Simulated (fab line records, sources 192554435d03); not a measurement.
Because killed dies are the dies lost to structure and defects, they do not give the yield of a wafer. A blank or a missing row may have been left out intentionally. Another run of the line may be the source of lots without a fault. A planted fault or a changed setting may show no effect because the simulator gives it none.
Matching of chambers | flow n5 finfet | rie si-06 running N5_FIN_CUT_CUT_ETCH_15: 4 sister chambers
The step etches Si in HBr/Cl2/O2, target depth 100 nm, bt time 10 s, time 42.4 s. 8 wafers are shown with their chamber, then 10 later ones without.

## EACH WAFER AND ITS CHAMBER
wafer  | chamber | throttle valve pct (%) | drypump motor current A (A)
L081.1 | 3       | 37.11                  | 5.0
L082.6 | 3       | 37.10                  | 5.0
L083.1 | 2       | 37.55                  | 5.7
L084.1 | 2       | 37.55                  | 5.8
L084.3 | 0       | 36.89                  | 6.2
L084.6 | 1       | 37.00                  | 5.3
L085.2 | 0       | 36.90                  | 6.2
L085.3 | 1       | 37.00                  | 5.3

## WAFERS WHOSE CHAMBER IS MISSING
wafer  | throttle valve pct (%) | drypump motor current A (A)
L085.6 | 36.91                  | 6.2
L090.1 | 37.00                  | 5.3
L090.3 | 37.10                  | 5.0
L090.5 | 37.08                  | 5.0
L091.2 | 37.00                  | 5.3
L091.3 | 37.55                  | 5.7
L091.4 | 36.90                  | 6.2
L094.2 | 36.90                  | 6.2
L094.5 | 36.90                  | 6.3
L094.6 | 36.99                  | 5.3

## WHICH CHAMBER EACH WENT THROUGH
wafer  | from the rows above | in truth
L085.6 | 0                   | 0
L090.1 | 1                   | 1
L090.3 | 3                   | 3
L090.5 | 3                   | 3
L091.2 | 1                   | 1
L091.3 | 2                   | 2
L091.4 | 0                   | 0
L094.2 | 0                   | 0
L094.5 | 0                   | 0
L094.6 | 1                   | 1
Correct placement for 10 of the 10. Left unplaced by these rows: 0. Placed wrongly: 0.
How it was worked out, from the rows above alone: a wafer's distance from a chamber is the root of the sum, over the readings, of the square of ((its reading less the chamber's mean) divided by the reading's scatter). The wafer belongs to the nearest chamber; if the next one is less than 2 further off, it can't be placed. Each chamber's mean is taken over the wafers shown for it. The scatter: take each reading less its chamber's mean, square it, sum over the shown wafers, divide by the number of wafers less the number of chambers, and take the root.
